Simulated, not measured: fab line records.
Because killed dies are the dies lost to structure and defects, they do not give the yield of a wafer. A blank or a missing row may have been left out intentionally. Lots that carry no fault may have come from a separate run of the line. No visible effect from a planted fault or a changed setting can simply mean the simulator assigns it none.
Split-lot trial :: flow n5 finfet :: 21 wafers read across 7 lots, on a route 1938 steps long

== ABOUT THE SPLIT ==
At N5_PMOS_HMC_CHANNEL_EPI_PEB_07 (peb time 60 s), the setting peb time s was moved away from the recipe's 60 s on 5 of the 21 wafers read, by -19.2% to +20.8%. This setting was run at the recipe's value on the other wafers.

== FROM THE SPLIT ON TO THE READING: in between, the file shows 1 step ==
- N5_PMOS_HMC_CHANNEL_EPI_DEVELOP_08: develop time 30 s

== THE READING ==
Shown in nm: cd nm at N5_PMOS_HMC_CHANNEL_EPI_CD_MEAS_09, with target cd 237.4 nm. Typical for fault-free wafers on this fab line: 237.1 nm, with standard deviation 0.9 nm.

wafer: L076.2
tool, chamber at the split: litho track-03, 0
peb time s as run, s: 60
against the recipe: recipe
cd nm, nm: 237.7
against lot-mates on the recipe: -

wafer: L076.3
tool, chamber at the split: litho track-03, 0
peb time s as run, s: 60
against the recipe: recipe
cd nm, nm: 238.2
against lot-mates on the recipe: -

wafer: L076.4
tool, chamber at the split: litho track-03, 0
peb time s as run, s: 68.31
against the recipe: +13.9%
cd nm, nm: 243.7
against lot-mates on the recipe: +5.8

wafer: L078.1
tool, chamber at the split: litho track-05, 0
peb time s as run, s: 72.49
against the recipe: +20.8%
cd nm, nm: 244.4
against lot-mates on the recipe: +7.4

wafer: L078.4
tool, chamber at the split: litho track-05, 0
peb time s as run, s: 60
against the recipe: recipe
cd nm, nm: 236.6
against lot-mates on the recipe: -

wafer: L078.6
tool, chamber at the split: litho track-05, 0
peb time s as run, s: 60
against the recipe: recipe
cd nm, nm: 237.4
against lot-mates on the recipe: -

wafer: L079.1
tool, chamber at the split: litho track-05, 0
peb time s as run, s: 66.28
against the recipe: +10.5%
cd nm, nm: 240.8
against lot-mates on the recipe: +4.9

wafer: L079.2
tool, chamber at the split: litho track-05, 0
peb time s as run, s: 60
against the recipe: recipe
cd nm, nm: 235.9
against lot-mates on the recipe: -

wafer: L079.4
tool, chamber at the split: litho track-05, 0
peb time s as run, s: 66.28
against the recipe: +10.5%
cd nm, nm: 241.3
against lot-mates on the recipe: +5.4

wafer: L084.1
tool, chamber at the split: litho track-03, 0
peb time s as run, s: 60
against the recipe: recipe
cd nm, nm: 236.1
against lot-mates on the recipe: -

wafer: L084.3
tool, chamber at the split: litho track-03, 0
peb time s as run, s: 60
against the recipe: recipe
cd nm, nm: 236.5
against lot-mates on the recipe: -

wafer: L084.6
tool, chamber at the split: litho track-03, 0
peb time s as run, s: 60
against the recipe: recipe
cd nm, nm: 236.0
against lot-mates on the recipe: -

wafer: L087.1
tool, chamber at the split: litho track-05, 0
peb time s as run, s: 48.49
against the recipe: -19.2%
cd nm, nm: 227.5
against lot-mates on the recipe: -10.1

wafer: L087.4
tool, chamber at the split: litho track-05, 0
peb time s as run, s: 60
against the recipe: recipe
cd nm, nm: 236.7
against lot-mates on the recipe: -

wafer: L087.5
tool, chamber at the split: litho track-05, 0
peb time s as run, s: 60
against the recipe: recipe
cd nm, nm: 238.4
against lot-mates on the recipe: -

wafer: L088.1
tool, chamber at the split: litho track-05, 0
peb time s as run, s: 60
against the recipe: recipe
cd nm, nm: 237.8
against lot-mates on the recipe: -

wafer: L088.5
tool, chamber at the split: litho track-05, 0
peb time s as run, s: 60
against the recipe: recipe
cd nm, nm: 238.1
against lot-mates on the recipe: -

wafer: L088.6
tool, chamber at the split: litho track-05, 0
peb time s as run, s: 60
against the recipe: recipe
cd nm, nm: 237.6
against lot-mates on the recipe: -

wafer: L090.3
tool, chamber at the split: litho track-03, 0
peb time s as run, s: 60
against the recipe: recipe
cd nm, nm: 237.6
against lot-mates on the recipe: -

wafer: L090.5
tool, chamber at the split: litho track-03, 0
peb time s as run, s: 60
against the recipe: recipe
cd nm, nm: 236.5
against lot-mates on the recipe: -

wafer: L090.6
tool, chamber at the split: litho track-03, 0
peb time s as run, s: 60
against the recipe: recipe
cd nm, nm: 238.0
against lot-mates on the recipe: -

THE FIT
A straight line over all 21 wafers: cd nm changes by +0.423 nm for each +1% of peb time s; r = +0.96; the points scatter about the line by 0.93 nm.
The same after taking each lot's own level away (the mean of its wafers on the recipe; 21 wafers): +0.445 nm for each +1%; r = +0.98; scatter 0.71 nm.
According to that fit, moving peb time s by its largest amount changes the reading by 9.3 nm.
Across the lots, their own levels run from 235.90 to 237.95 nm, a range of 2.3 times the standard deviation given above.
The two slopes agree, so the slope changes little with the lot-to-lot level.
Check: +10.1 nm against its lot-mates is what the line predicts for one of the wafers moved furthest among these (+20.8%) when that wafer is left out of the fit. Against them it came out at +7.4 nm.

== THE OTHER SPLITS THESE WAFERS WENT THROUGH ==
Other splits were also applied to these wafers ahead of the reading. Each is held against what the fit with the lots' levels taken away leaves over:
other split on the same wafers: N5_WELL_APT_EXPOSE_22 dose mj
wafers away from the commonest value: 4
r with cd nm (lot level and that fit taken away): -0.10

other split on the same wafers: N5_WELL_APT_PEB_23 peb time s
wafers away from the commonest value: 10
r with cd nm (lot level and that fit taken away): -0.08

== THE WHOLE CHAIN: every reading that the file lists as answering this split, in the file's order ==
step: N5_PMOS_HMC_CHANNEL_EPI_CD_MEAS_09
what it does: target cd 237.4 nm
reading: cd nm
change (the file's fit): +0.436 nm for each +1% of the setting
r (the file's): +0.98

step: N5_PMOS_HMC_CHANNEL_EPI_DESCUM_14
what it does: chemistry O2, time 7.9 s
reading: PMOS_HMC_CHANNEL_EPI.cd nm (the simulator's own value, which no gauge read)
change (the file's fit): +0.428 nm for each +1% of the setting
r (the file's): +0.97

step: N5_PMOS_HMC_CHANNEL_EPI_ETCH_32
what it does: etches BARC in N2/H2, stops on SiO2, target depth 85.8 nm, time 50.3 s
reading: PMOS_HMC_CHANNEL_EPI.cd nm (the simulator's own value, which no gauge read)
change (the file's fit): +0.397 nm for each +1% of the setting
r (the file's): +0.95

== THE FILE'S OWN FIT ==
cd nm changes by +0.436 nm for each +1% of peb time s, r = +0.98.
